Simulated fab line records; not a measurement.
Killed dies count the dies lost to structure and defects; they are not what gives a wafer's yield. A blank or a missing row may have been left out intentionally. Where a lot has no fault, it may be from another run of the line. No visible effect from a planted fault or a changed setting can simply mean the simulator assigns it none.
Which tool did it? :: flow nandHarc :: 72 wafers from 24 lots sampled at 5 of the route's 1302 steps

== WHAT EACH GAUGE READ, for each wafer ==
NHARC_P_BONDPAD_OVL_MEAS_38. Usual: overlayXNm -2 nm, standard deviation 6; overlayYNm 0 nm, standard deviation 6.2.
lot: L074
measured: day 6 18:31
on: overlay-02
overlayXNm (nm): -1 -1 -1
overlayYNm (nm): 3 3 3
flag: 

lot: L075
measured: day 7 03:13
on: overlay-02
overlayXNm (nm): 7 7 7
overlayYNm (nm): -8 -8 -8
flag: 

lot: L076
measured: day 7 07:42
on: overlay-02
overlayXNm (nm): -4 -4 -3
overlayYNm (nm): 10 10 10
flag: 

lot: L077
measured: day 7 19:17
on: overlay-02
overlayXNm (nm): 2 2 2
overlayYNm (nm): 4 5 4
flag: 

lot: L078
measured: day 8 15:22
on: overlay-01
overlayXNm (nm): -5 -4 -4
overlayYNm (nm): -3 -4 -3
flag: 

lot: L079
measured: day 8 16:19
on: overlay-02
overlayXNm (nm): 15 15 15
overlayYNm (nm): 9 9 8
flag: 

lot: L080
measured: day 9 00:28
on: overlay-02
overlayXNm (nm): -7 -6 -6
overlayYNm (nm): -7 -6 -5
flag: 

lot: L081
measured: day 9 22:11
on: overlay-02
overlayXNm (nm): -5 -5 -6
overlayYNm (nm): -11 -11 -11
flag: 

lot: L082
measured: day 10 02:40
on: overlay-02
overlayXNm (nm): -3 -3 -3
overlayYNm (nm): -4 -3 -3
flag: 

lot: L083
measured: day 10 09:41
on: overlay-01
overlayXNm (nm): -2 -2 -2
overlayYNm (nm): 7 6 7
flag: 

lot: L084
measured: day 10 18:05
on: overlay-01
overlayXNm (nm): -4 -5 -4
overlayYNm (nm): 7 7 6
flag: 

lot: L085
measured: day 11 05:28
on: overlay-02
overlayXNm (nm): 1 1 2
overlayYNm (nm): 1 1 0
flag: 

lot: L086
measured: day 11 12:26
on: overlay-01
overlayXNm (nm): -11 -11 -12
overlayYNm (nm): 6 6 5
flag: 

lot: L089
measured: day 12 12:57
on: overlay-02
overlayXNm (nm): -8 -8 -8
overlayYNm (nm): 4 3 3
flag: 

lot: L088
measured: day 12 13:46
on: overlay-01
overlayXNm (nm): -2 -2 -2
overlayYNm (nm): -5 -5 -5
flag: 

lot: L087
measured: day 12 16:17
on: overlay-01
overlayXNm (nm): -4 -4 -4
overlayYNm (nm): 6 6 6
flag: 

lot: L090
measured: day 13 09:22
on: overlay-02
overlayXNm (nm): 1 1 1
overlayYNm (nm): 5 5 5
flag: 

lot: L091
measured: day 13 17:15
on: overlay-02
overlayXNm (nm): 2 1 1
overlayYNm (nm): -6 -6 -6
flag: 

lot: L092
measured: day 14 00:11
on: overlay-01
overlayXNm (nm): 2 2 2
overlayYNm (nm): -6 -6 -6
flag: 

lot: L093
measured: day 14 13:46
on: overlay-02
overlayXNm (nm): 1 1 1
overlayYNm (nm): 7 8 7
flag: 

lot: L095
measured: day 15 04:26
on: overlay-02
overlayXNm (nm): -6 -6 -6
overlayYNm (nm): 2 2 1
flag: 

lot: L094
measured: day 15 04:55
on: overlay-01
overlayXNm (nm): 0 0 1
overlayYNm (nm): 4 5 4
flag: 

lot: L096
measured: day 15 21:01
on: overlay-02
overlayXNm (nm): -16 -16 -16
overlayYNm (nm): -8 -9 -8
flag: 

lot: L097
measured: day 16 02:13
on: overlay-01
overlayXNm (nm): -8 -8 -8
overlayYNm (nm): -7 -7 -7
flag: 

NHARC_A_START_INSPECT_01. Usual: rawDefectCount at 3.2, with a standard deviation of 1.7.
lot: L074
measured: day 6 21:42
on: defectInspect-01
rawDefectCount: 5 3 5
flag: 

lot: L075
measured: day 7 06:22
on: defectInspect-01
rawDefectCount: 1 2 2
flag: 

lot: L076
measured: day 7 10:50
on: defectInspect-01
rawDefectCount: 1 3 3
flag: 

lot: L077
measured: day 7 22:28
on: defectInspect-01
rawDefectCount: 5 1 4
flag: 

lot: L078
measured: day 8 18:41
on: defectInspect-02
rawDefectCount: 2 7 1
flag: 

lot: L079
measured: day 8 19:30
on: defectInspect-01
rawDefectCount: 6 2 2
flag: 

lot: L080
measured: day 9 03:45
on: defectInspect-02
rawDefectCount: 0 6 1
flag: 

lot: L081
measured: day 10 01:22
on: defectInspect-01
rawDefectCount: 4 0 3
flag: 

lot: L082
measured: day 10 05:49
on: defectInspect-01
rawDefectCount: 3 5 6
flag: 

lot: L083
measured: day 10 12:55
on: defectInspect-02
rawDefectCount: 4 5 3
flag: 

lot: L084
measured: day 10 21:20
on: defectInspect-02
rawDefectCount: 2 4 0
flag: 

lot: L085
measured: day 11 08:42
on: defectInspect-01
rawDefectCount: 5 6 4
flag: 

lot: L086
measured: day 11 15:38
on: defectInspect-01
rawDefectCount: 5 5 1
flag: 

lot: L089
measured: day 12 16:05
on: defectInspect-02
rawDefectCount: 0 2 2
flag: 

lot: L088
measured: day 12 16:55
on: defectInspect-02
rawDefectCount: 3 6 3
flag: 

lot: L087
measured: day 12 19:29
on: defectInspect-02
rawDefectCount: 6 4 2
flag: 

lot: L090
measured: day 13 12:49
on: defectInspect-01
rawDefectCount: 4 6 2
flag: 

lot: L091
measured: day 13 20:23
on: defectInspect-02
rawDefectCount: 2 2 5
flag: 

lot: L092
measured: day 14 03:20
on: defectInspect-01
rawDefectCount: 6 4 2
flag: 

lot: L093
measured: day 14 16:55
on: defectInspect-02
rawDefectCount: 6 3 1
flag: 

lot: L095
measured: day 15 07:34
on: defectInspect-01
rawDefectCount: 3 3 7
flag: 

lot: L094
measured: day 15 08:02
on: defectInspect-02
rawDefectCount: 1 1 6
flag: 

lot: L096
measured: day 16 00:09
on: defectInspect-01
rawDefectCount: 4 1 6
flag: 

lot: L097
measured: day 16 05:21
on: defectInspect-01
rawDefectCount: 3 4 1
flag: 

NHARC_A_ZERO_WELL_INSPECT_17. Usual: rawDefectCount at 11, with a standard deviation of 5.7.
lot: L074
measured: day 7 00:00
on: defectInspect-01
rawDefectCount: 20 13 21
flag: 

lot: L075
measured: day 7 15:23
on: defectInspect-01
rawDefectCount: 3 12 8
flag: 

lot: L076
measured: day 7 15:44
on: defectInspect-01
rawDefectCount: 2 6 10
flag: 

lot: L077
measured: day 8 00:46
on: defectInspect-01
rawDefectCount: 17 13 19
flag: 

lot: L078
measured: day 8 20:59
on: defectInspect-01
rawDefectCount: 8 14 7
flag: 

lot: L079
measured: day 8 21:49
on: defectInspect-02
rawDefectCount: 10 13 7
flag: 

lot: L080
measured: day 9 06:04
on: defectInspect-02
rawDefectCount: 8 11 11
flag: 

lot: L081
measured: day 10 03:46
on: defectInspect-02
rawDefectCount: 11 8 6
flag: 

lot: L082
measured: day 10 08:14
on: defectInspect-02
rawDefectCount: 5 8 5
flag: 

lot: L083
measured: day 10 15:16
on: defectInspect-02
rawDefectCount: 14 10 9
flag: 

lot: L084
measured: day 10 23:50
on: defectInspect-02
rawDefectCount: 10 6 4
flag: 

lot: L085
measured: day 11 11:01
on: defectInspect-01
rawDefectCount: 9 13 11
flag: 

lot: L086
measured: day 11 17:59
on: defectInspect-01
rawDefectCount: 13 14 8
flag: 

lot: L089
measured: day 12 18:24
on: defectInspect-01
rawDefectCount: 10 7 11
flag: 

lot: L088
measured: day 12 19:14
on: defectInspect-01
rawDefectCount: 10 17 20
flag: 

lot: L087
measured: day 12 21:47
on: defectInspect-01
rawDefectCount: 14 10 12
flag: 

lot: L090
measured: day 13 15:04
on: defectInspect-01
rawDefectCount: 4 4 7
flag: 

lot: L091
measured: day 13 22:49
on: defectInspect-01
rawDefectCount: 21 7 10
flag: 

lot: L092
measured: day 14 05:39
on: defectInspect-01
rawDefectCount: 8 8 11
flag: 

lot: L093
measured: day 14 19:05
on: defectInspect-02
rawDefectCount: 10 17 2
flag: 

lot: L095
measured: day 15 09:52
on: defectInspect-02
rawDefectCount: 17 12 13
flag: 

lot: L094
measured: day 15 10:20
on: defectInspect-01
rawDefectCount: 22 8 24
flag: 

lot: L096
measured: day 16 02:31
on: defectInspect-02
rawDefectCount: 5 8 6
flag: 

lot: L097
measured: day 16 07:39
on: defectInspect-02
rawDefectCount: 5 3 7
flag: 

== EACH LOT AND THE TOOL THAT RAN IT (in order: tool; ch and the chambers of the sampled wafers; start) ==
lot: L074
NHARC_P_M2_ETCH_28: rieDiel-10 ch 0,1,2, day 6 16:50 or earlier
NHARC_P_M2_DEP_33: pecvd-03 ch 0,1, day 6 16:50

lot: L075
NHARC_P_M2_ETCH_28: rieDiel-10 ch 0,2,3, day 7 01:31 or earlier
NHARC_P_M2_DEP_33: pecvd-04 ch 1,2, day 7 01:31

lot: L076
NHARC_P_M2_ETCH_28: rieDiel-02 ch 0,1,3, day 7 06:04 or earlier
NHARC_P_M2_DEP_33: pecvd-04 ch 1,2, day 7 06:04

lot: L077
NHARC_P_M2_ETCH_28: rieDiel-02 ch 0,1,2, day 7 17:35 or earlier
NHARC_P_M2_DEP_33: pecvd-04 ch 1,2, day 7 17:35

lot: L078
NHARC_P_M2_ETCH_28: rieDiel-05 ch 2,3, day 8 13:44 or earlier
NHARC_P_M2_DEP_33: pecvd-02 ch 0,1, day 8 13:44

lot: L079
NHARC_P_M2_ETCH_28: rieDiel-02 ch 0,1,3, day 8 14:37 or earlier
NHARC_P_M2_DEP_33: pecvd-03 ch 0,1, day 8 14:37

lot: L080
NHARC_P_M2_ETCH_28: rieDiel-02 ch 0,1,2, day 8 22:46 or earlier
NHARC_P_M2_DEP_33: pecvd-02 ch 0,1, day 8 22:46

lot: L081
NHARC_P_M2_ETCH_28: rieDiel-05 ch 1,2,3, day 9 20:28 or earlier
NHARC_P_M2_DEP_33: pecvd-04 ch 0,1,2, day 9 20:28

lot: L082
NHARC_P_M2_ETCH_28: rieDiel-10 ch 0,2, day 10 01:05 or earlier
NHARC_P_M2_DEP_33: pecvd-02 ch 1,2, day 10 01:05

lot: L083
NHARC_P_M2_ETCH_28: rieDiel-10 ch 0,1,3, day 10 08:12 or earlier
NHARC_P_M2_DEP_33: pecvd-04 ch 1,2, day 10 08:12

lot: L084
NHARC_P_M2_ETCH_28: rieDiel-10 ch 0,1,2, day 10 16:22 or earlier
NHARC_P_M2_DEP_33: pecvd-03 ch 1,2, day 10 16:22

lot: L085
NHARC_P_M2_ETCH_28: rieDiel-02 ch 1,2,3, day 11 03:59 or earlier
NHARC_P_M2_DEP_33: pecvd-03 ch 0,1,2, day 11 03:59

lot: L086
NHARC_P_M2_ETCH_28: rieDiel-02 ch 0,1,2, day 11 10:43 or earlier
NHARC_P_M2_DEP_33: pecvd-04 ch 0,1,2, day 11 10:43

lot: L089
NHARC_P_M2_ETCH_28: rieDiel-05 ch 0,3, day 12 11:15 or earlier
NHARC_P_M2_DEP_33: pecvd-02 ch 0,1,2, day 12 11:15

lot: L088
NHARC_P_M2_ETCH_28: rieDiel-05 ch 0,1,3, day 12 12:05 or earlier
NHARC_P_M2_DEP_33: pecvd-03 ch 1,2, day 12 12:05

lot: L087
NHARC_P_M2_ETCH_28: rieDiel-05 ch 1,2, day 12 14:34 or earlier
NHARC_P_M2_DEP_33: pecvd-02 ch 0,1, day 12 14:34

lot: L090
NHARC_P_M2_ETCH_28: rieDiel-10 ch 1,2, day 13 07:47 or earlier
NHARC_P_M2_DEP_33: pecvd-03 ch 0,1,2, day 13 07:47

lot: L091
NHARC_P_M2_ETCH_28: rieDiel-02 ch 0,1, day 13 15:33 or earlier
NHARC_P_M2_DEP_33: pecvd-03 ch 0,1, day 13 15:33

lot: L092
NHARC_P_M2_ETCH_28: rieDiel-10 ch 1,2,3, day 13 22:37 or earlier
NHARC_P_M2_DEP_33: pecvd-03 ch 0,1, day 13 22:37

lot: L093
NHARC_P_M2_ETCH_28: rieDiel-05 ch 0,1,2, day 14 12:05 or earlier
NHARC_P_M2_DEP_33: pecvd-03 ch 0,1,2, day 14 12:05

lot: L095
NHARC_P_M2_ETCH_28: rieDiel-05 ch 2,3, day 15 02:47 or earlier
NHARC_P_M2_DEP_33: pecvd-03 ch 1,2, day 15 02:47

lot: L094
NHARC_P_M2_ETCH_28: rieDiel-05 ch 0,1,2, day 15 03:14 or earlier
NHARC_P_M2_DEP_33: pecvd-04 ch 0,1, day 15 03:14

lot: L096
NHARC_P_M2_ETCH_28: rieDiel-02 ch 1,2,3, day 15 19:25 or earlier
NHARC_P_M2_DEP_33: pecvd-02 ch 1,2, day 15 19:25

lot: L097
NHARC_P_M2_ETCH_28: rieDiel-10 ch 1,2,3, day 16 00:38 or earlier
NHARC_P_M2_DEP_33: pecvd-03 ch 0,2, day 16 00:38
- NHARC_P_M2_ETCH_28: etches the open film in CF4/N2, target depth 30 nm, time 72.99 s.
- NHARC_P_M2_DEP_33: deposits SiCN, target thk 30 nm.

== WHAT THE TOOLS THEMSELVES READ (means of the sampled wafers that have a number; where no wafer has one, the mark that the record gives instead) ==
NHARC_P_M2_ETCH_28. Usual: value, then standard deviation, for each; cf4FlowSccm 49.98 sccm / 0.15; drypumpMotorCurrentA 5.7 A / 0.46; mfcArSccm 150.0 sccm / 0.5; oesProductAu 0.998 a.u. / 0.014; rfVppV 313.9 V / 1.6; showerheadPlenumPTorr 2.60 Torr / 0.078; throttleValvePct 19.794 % / 0.0097.
lot: L074
tool: rieDiel-10
cf4FlowSccm (sccm): 50.00
drypumpMotorCurrentA (A): 5.3
mfcArSccm (sccm): 150.2
oesProductAu (a.u.): 1.007
rfVppV (V): 313.6
showerheadPlenumPTorr (Torr): 2.56
throttleValvePct (%): 19.782
flag: 

lot: L075
tool: rieDiel-10
cf4FlowSccm (sccm): 50.12
drypumpMotorCurrentA (A): 5.6
mfcArSccm (sccm): 149.8
oesProductAu (a.u.): 0.996
rfVppV (V): 312.9
showerheadPlenumPTorr (Torr): 2.55
throttleValvePct (%): 19.797
flag: 

lot: L076
tool: rieDiel-02
cf4FlowSccm (sccm): 49.84
drypumpMotorCurrentA (A): 5.8
mfcArSccm (sccm): 149.8
oesProductAu (a.u.): 0.992
rfVppV (V): 314.9
showerheadPlenumPTorr (Torr): 2.65
throttleValvePct (%): 19.796
flag: 

lot: L077
tool: rieDiel-02
cf4FlowSccm (sccm): 49.96
drypumpMotorCurrentA (A): 5.7
mfcArSccm (sccm): 149.4
oesProductAu (a.u.): 0.995
rfVppV (V): 314.8
showerheadPlenumPTorr (Torr): 2.64
throttleValvePct (%): 19.799
flag: 

lot: L078
tool: rieDiel-05
cf4FlowSccm (sccm): 49.96
drypumpMotorCurrentA (A): 6.1
mfcArSccm (sccm): 149.7
oesProductAu (a.u.): 0.997
rfVppV (V): 314.8
showerheadPlenumPTorr (Torr): 2.63
throttleValvePct (%): 19.790
flag: 

lot: L079
tool: rieDiel-02
cf4FlowSccm (sccm): 50.03
drypumpMotorCurrentA (A): 5.9
mfcArSccm (sccm): 150.0
oesProductAu (a.u.): 0.985
rfVppV (V): 314.7
showerheadPlenumPTorr (Torr): 2.65
throttleValvePct (%): 19.795
flag: 

lot: L080
tool: rieDiel-02
cf4FlowSccm (sccm): 49.89
drypumpMotorCurrentA (A): 5.7
mfcArSccm (sccm): 149.8
oesProductAu (a.u.): 0.997
rfVppV (V): 314.2
showerheadPlenumPTorr (Torr): 2.63
throttleValvePct (%): 19.796
flag: 

lot: L081
tool: rieDiel-05
cf4FlowSccm (sccm): 49.80
drypumpMotorCurrentA (A): 5.8
mfcArSccm (sccm): 149.9
oesProductAu (a.u.): 1.008
rfVppV (V): 315.2
showerheadPlenumPTorr (Torr): 2.67
throttleValvePct (%): 19.795
flag: 

lot: L082
tool: rieDiel-10
cf4FlowSccm (sccm): 49.96
drypumpMotorCurrentA (A): 5.1
mfcArSccm (sccm): 149.6
oesProductAu (a.u.): 1.002
rfVppV (V): 313.0
showerheadPlenumPTorr (Torr): 2.55
throttleValvePct (%): 19.806
flag: 

lot: L083
tool: rieDiel-10
cf4FlowSccm (sccm): 49.88
drypumpMotorCurrentA (A): 5.7
mfcArSccm (sccm): 150.2
oesProductAu (a.u.): 1.008
rfVppV (V): 312.1
showerheadPlenumPTorr (Torr): 2.56
throttleValvePct (%): 19.796
flag: 

lot: L084
tool: rieDiel-10
cf4FlowSccm (sccm): 50.09
drypumpMotorCurrentA (A): 5.3
mfcArSccm (sccm): 149.2
oesProductAu (a.u.): 1.013
rfVppV (V): 312.6
showerheadPlenumPTorr (Torr): 2.56
throttleValvePct (%): 19.801
flag: 

lot: L085
tool: rieDiel-02
cf4FlowSccm (sccm): 49.88
drypumpMotorCurrentA (A): 5.8
mfcArSccm (sccm): 150.2
oesProductAu (a.u.): 0.995
rfVppV (V): 313.9
showerheadPlenumPTorr (Torr): 2.65
throttleValvePct (%): 19.789
flag: 

lot: L086
tool: rieDiel-02
cf4FlowSccm (sccm): 50.12
drypumpMotorCurrentA (A): 5.7
mfcArSccm (sccm): 150.0
oesProductAu (a.u.): 0.990
rfVppV (V): 314.6
showerheadPlenumPTorr (Torr): 2.63
throttleValvePct (%): 19.799
flag: 

lot: L089
tool: rieDiel-05
cf4FlowSccm (sccm): 49.99
drypumpMotorCurrentA (A): 6.1
mfcArSccm (sccm): 150.0
oesProductAu (a.u.): 1.009
rfVppV (V): 312.6
showerheadPlenumPTorr (Torr): 2.55
throttleValvePct (%): 19.796
flag: 

lot: L088
tool: rieDiel-05
cf4FlowSccm (sccm): 50.07
drypumpMotorCurrentA (A): 5.8
mfcArSccm (sccm): 149.7
oesProductAu (a.u.): 1.014
rfVppV (V): 314.3
showerheadPlenumPTorr (Torr): 2.59
throttleValvePct (%): 19.790
flag: 

lot: L087
tool: rieDiel-05
cf4FlowSccm (sccm): 50.05
drypumpMotorCurrentA (A): 5.6
mfcArSccm (sccm): 150.1
oesProductAu (a.u.): 0.992
rfVppV (V): 316.3
showerheadPlenumPTorr (Torr): 2.71
throttleValvePct (%): 19.787
flag: 

lot: L090
tool: rieDiel-10
cf4FlowSccm (sccm): 50.09
drypumpMotorCurrentA (A): 5.4
mfcArSccm (sccm): 150.0
oesProductAu (a.u.): 0.998
rfVppV (V): 312.6
showerheadPlenumPTorr (Torr): 2.53
throttleValvePct (%): 19.800
flag: 

lot: L091
tool: rieDiel-02
cf4FlowSccm (sccm): 49.99
drypumpMotorCurrentA (A): 5.7
mfcArSccm (sccm): 150.4
oesProductAu (a.u.): 0.998
rfVppV (V): 313.9
showerheadPlenumPTorr (Torr): 2.63
throttleValvePct (%): 19.784
flag: 

lot: L092
tool: rieDiel-10
cf4FlowSccm (sccm): 50.15
drypumpMotorCurrentA (A): 5.8
mfcArSccm (sccm): 149.9
oesProductAu (a.u.): 0.994
rfVppV (V): 311.5
showerheadPlenumPTorr (Torr): 2.51
throttleValvePct (%): 19.807
flag: 

lot: L093
tool: rieDiel-05
cf4FlowSccm (sccm): 49.90
drypumpMotorCurrentA (A): 5.8
mfcArSccm (sccm): 149.7
oesProductAu (a.u.): 1.007
rfVppV (V): 314.9
showerheadPlenumPTorr (Torr): 2.65
throttleValvePct (%): 19.787
flag: 

lot: L095
tool: rieDiel-05
cf4FlowSccm (sccm): 50.05
drypumpMotorCurrentA (A): 6.1
mfcArSccm (sccm): 150.5
oesProductAu (a.u.): 1.004
rfVppV (V): 314.0
showerheadPlenumPTorr (Torr): 2.63
throttleValvePct (%): 19.791
flag: 

lot: L094
tool: rieDiel-05
cf4FlowSccm (sccm): 49.92
drypumpMotorCurrentA (A): 5.9
mfcArSccm (sccm): 150.1
oesProductAu (a.u.): 1.006
rfVppV (V): 315.3
showerheadPlenumPTorr (Torr): 2.65
throttleValvePct (%): 19.792
flag: 

lot: L096
tool: rieDiel-02
cf4FlowSccm (sccm): 49.92
drypumpMotorCurrentA (A): 5.8
mfcArSccm (sccm): 150.5
oesProductAu (a.u.): 0.979
rfVppV (V): 314.5
showerheadPlenumPTorr (Torr): 2.64
throttleValvePct (%): 19.794
flag: 

lot: L097
tool: rieDiel-10
cf4FlowSccm (sccm): 49.90
drypumpMotorCurrentA (A): 5.8
mfcArSccm (sccm): 150.2
oesProductAu (a.u.): 0.993
rfVppV (V): 312.3
showerheadPlenumPTorr (Torr): 2.51
throttleValvePct (%): 19.798
flag: 

NHARC_P_M2_DEP_33. Usual: heaterPowerW 556 W, standard deviation 82; susceptorTempC 370.00 C, standard deviation 0.19.
lot: L074
tool: pecvd-03
heaterPowerW (W): 529
susceptorTempC (C): 370.00
flag: 

lot: L075
tool: pecvd-04
heaterPowerW (W): 623
susceptorTempC (C): 370.09
flag: 

lot: L076
tool: pecvd-04
heaterPowerW (W): 568
susceptorTempC (C): 370.14
flag: 

lot: L077
tool: pecvd-04
heaterPowerW (W): 629
susceptorTempC (C): 370.11
flag: 

lot: L078
tool: pecvd-02
heaterPowerW (W): 519
susceptorTempC (C): 369.85
flag: 

lot: L079
tool: pecvd-03
heaterPowerW (W): 510
susceptorTempC (C): 370.06
flag: 

lot: L080
tool: pecvd-02
heaterPowerW (W): 535
susceptorTempC (C): 369.97
flag: 

lot: L081
tool: pecvd-04
heaterPowerW (W): 656
susceptorTempC (C): 370.09
flag: 

lot: L082
tool: pecvd-02
heaterPowerW (W): 488
susceptorTempC (C): 370.00
flag: 

lot: L083
tool: pecvd-04
heaterPowerW (W): 623
susceptorTempC (C): 370.02
flag: 

lot: L084
tool: pecvd-03
heaterPowerW (W): 505
susceptorTempC (C): 370.05
flag: 

lot: L085
tool: pecvd-03
heaterPowerW (W): 539
susceptorTempC (C): 369.98
flag: 

lot: L086
tool: pecvd-04
heaterPowerW (W): 656
susceptorTempC (C): 370.14
flag: 

lot: L089
tool: pecvd-02
heaterPowerW (W): 503
susceptorTempC (C): 369.89
flag: 

lot: L088
tool: pecvd-03
heaterPowerW (W): 546
susceptorTempC (C): 369.87
flag: 

lot: L087
tool: pecvd-02
heaterPowerW (W): 576
susceptorTempC (C): 369.98
flag: 

lot: L090
tool: pecvd-03
heaterPowerW (W): 495
susceptorTempC (C): 369.92
flag: 

lot: L091
tool: pecvd-03
heaterPowerW (W): 532
susceptorTempC (C): 369.97
flag: 

lot: L092
tool: pecvd-03
heaterPowerW (W): 536
susceptorTempC (C): 370.04
flag: 

lot: L093
tool: pecvd-03
heaterPowerW (W): 532
susceptorTempC (C): 370.29
flag: 

lot: L095
tool: pecvd-03
heaterPowerW (W): 500
susceptorTempC (C): 369.94
flag: 

lot: L094
tool: pecvd-04
heaterPowerW (W): 596
susceptorTempC (C): 370.22
flag: 

lot: L096
tool: pecvd-02
heaterPowerW (W): 506
susceptorTempC (C): 369.98
flag: 

lot: L097
tool: pecvd-03
heaterPowerW (W): 532
susceptorTempC (C): 369.89
flag: 

== THE ANSWER, worked out from the rows above alone ==
Rule: lot off if the mean of its wafers having a number is beyond 3 standard deviations from the usual mean. A lot without any number at a reading at which 4 lots or more have one is off too. Any other lot the step has rows for is counted as sound. First the gauges in route order, then the tools' own readings, where a lot's mean is used as printed above. At the first step where some lot is off, the reading lying furthest off is the one used; lots without a number count as furthest.
No lot is off at any reading shown: from this, nothing can be told.

== WHAT THE SIMULATOR HAD INSERTED ==
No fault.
